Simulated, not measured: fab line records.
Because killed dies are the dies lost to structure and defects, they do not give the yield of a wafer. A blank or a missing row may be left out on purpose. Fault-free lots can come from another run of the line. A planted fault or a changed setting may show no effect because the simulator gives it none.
A struck lot beside a sound one ; flow n5Finfet ; 17 steps out of a route of 1938
Sound: these wafers, L586.1, L586.4, L586.6. Wafers L569.2, L569.3, L569.6 were the ones struck. The cause is given at the end.
Per side, at each step with rows, come the tool, then ch with its chambers, and then its first start. Under that, the readings that differ: sound wafers ; struck wafers ; difference of the means ; sigmas: that difference in standard deviations of wafers without a fault.
alike: words and numbers the same on both sides, and readings whose means are apart by under 2 such deviations; not compared: readings that were withheld, readings missing a value for some wafer, numbers with overlapping values and no deviation given by the record, and bounds like >300 which may hide the same value.
Wherever a step has rows on one side only, a row that says differs or no value, or a row with sigmas, the two part there. Numbers that don't overlap but have no deviation are shown without sigmas and don't part them. Lack of a reading on every wafer of one side parts them only where that side has two or more wafers.

first, 12 steps without rows for these wafers: N5_MOL_CONTACT_COAG_ETCH_65 (etches underlayer in N2/H2, target depth 13 nm, time 10.4 s); N5_MOL_CONTACT_COAG_ETCH_66 (etches SiARC in CF4, target depth 13 nm, time 21.7 s); N5_MOL_CONTACT_COAG_ALD_133 (deposits SiO2, target thk 5 nm, pulse time 1 s, co reactant pulse time 1 s); N5_MOL_CONTACT_COAG_ETCHBACK_134 (etches SiO2 in CHF3, target depth 10 nm, time 6.7 s); N5_MOL_CONTACT_COAG_ETCH_67 (etches SOC in N2/H2, target depth 60 nm, overetch 21 nm, time 101.2 s); N5_MOL_CONTACT_COAG_STRIP_68 (strips in N2/H2); N5_MOL_CONTACT_COAG_STRIP_69 (strips in N2/H2); N5_MOL_CONTACT_COAG_ETCHBACK_136 (etches SiO2 in CHF3, target depth 25 nm, time 16.7 s); N5_MOL_CONTACT_COAG_STRIP_120 (strips in CHF3); N5_MOL_CONTACT_COAG_VIA_ETCH_117 (etches SiO2 in C4F6/O2, target depth 40 nm, overetch 8 nm, time 26 s); N5_MOL_CONTACT_COAG_ETCH_124 (etches SiNx in CH3F/O2, stops on SiOC, target depth 6.5 nm); N5_MOL_CONTACT_COAG_ETCH_48 (etches SiOC in C4F6/O2, target depth 15 nm, overetch 4.5 nm, time 17 s).
N5_MOL_CONTACT_COAG_STRIP_72: strips in N2/H2.
  sound on rieDiel-05 ch 0,1,3, day 10 17:42; struck on rieDiel-06 ch 1,2,3, day 6 14:43
  no value came back on the struck wafers for any of 8 readings (biasPowerW (W), chamberPressureMTorr (mTorr) and others); on the sound wafers biasPowerW (W) reads 7.002 7.024 7.009
reading;sound;struck;difference;sigmas
model.SOC_of_MOL_CONTACT_COAG_COAT_62.thkNm (nm);0 0 0;46.8 46 46;+46.3;
model.SiO2_of_MOL_CONTACT_COAG_ALD_133.thkNm (nm);0 0 0;5 5 5;+5;
  not compared: rfHoursCounterH
N5_MOL_CONTACT_COAG_STRIP_49: strips in N2/H2, time 30 s.
  sound on plasmaAsher-01 ch 1, day 10 17:47; struck on plasmaAsher-02 ch 1, day 6 14:48
reading;sound;struck;difference;sigmas
drypumpMotorCurrentA (A);6.3 6.3 6.3;5.1 5.1 5.1;-1.2;-3
model.SOC_of_MOL_CONTACT_COAG_COAT_62.thkNm (nm);0 0 0;34.6 33.8 33.8;+34.1;
  alike: h2FlowSccm, heaterPowerW, tempC
  not compared: rfHoursCounterH
then, 1 step without rows for these wafers: N5_MOL_CONTACT_COAG_PRECLEAN_138 (cleans in alkaline clean, time 60 s).
N5_BEOL_M4_RC_MEAS_101:
  the record has rows for the sound wafers here (prober-01 ch 0, day 13 21:15) and none for the struck ones
-- record jumps: 8 days separate the struck wafers' starts on either side; left off in module BEOL_M4, taken up again in module PASSIVATION, whose first shown step is the route's number 1936 --
N5_PASSIVATION_PROBE_49:
  sound on prober-02, day 18 11:35; struck on prober-02, day 14 04:13
reading;sound;struck;difference;sigmas
defectLimitedYield (%);91.0 90.9;0 0 0;-91;-65
killed_at_M4_up;24 22;14 12 6;-12;-2
killedAtContacts;9 9;1059 1084 1062;+1059;+99 or more
killedDies;106 107;1180 1180 1180;+1074;+63
killedOnRim;18 14;152 152 152;+136;+32
sort_bin_5_function (%);5.6 5.8;95.4 96.5 95.8;+90.2;+92
sortNPass;1074 1073;0 0 0;-1074;-51
sortYieldPct (%);91.0 90.9;0 0 0;-91;-54
  alike: killed_at_M0_to_M3, killedAtFrontEnd, killedAtOther, killedOpen, killedShort, sort_bin_4_leakage, sort_bin_6_memory

WHERE THEY PART
Earliest at N5_MOL_CONTACT_COAG_STRIP_72; latest, in this record, at N5_PASSIVATION_PROBE_49.

WHY: the cause the simulator had injected
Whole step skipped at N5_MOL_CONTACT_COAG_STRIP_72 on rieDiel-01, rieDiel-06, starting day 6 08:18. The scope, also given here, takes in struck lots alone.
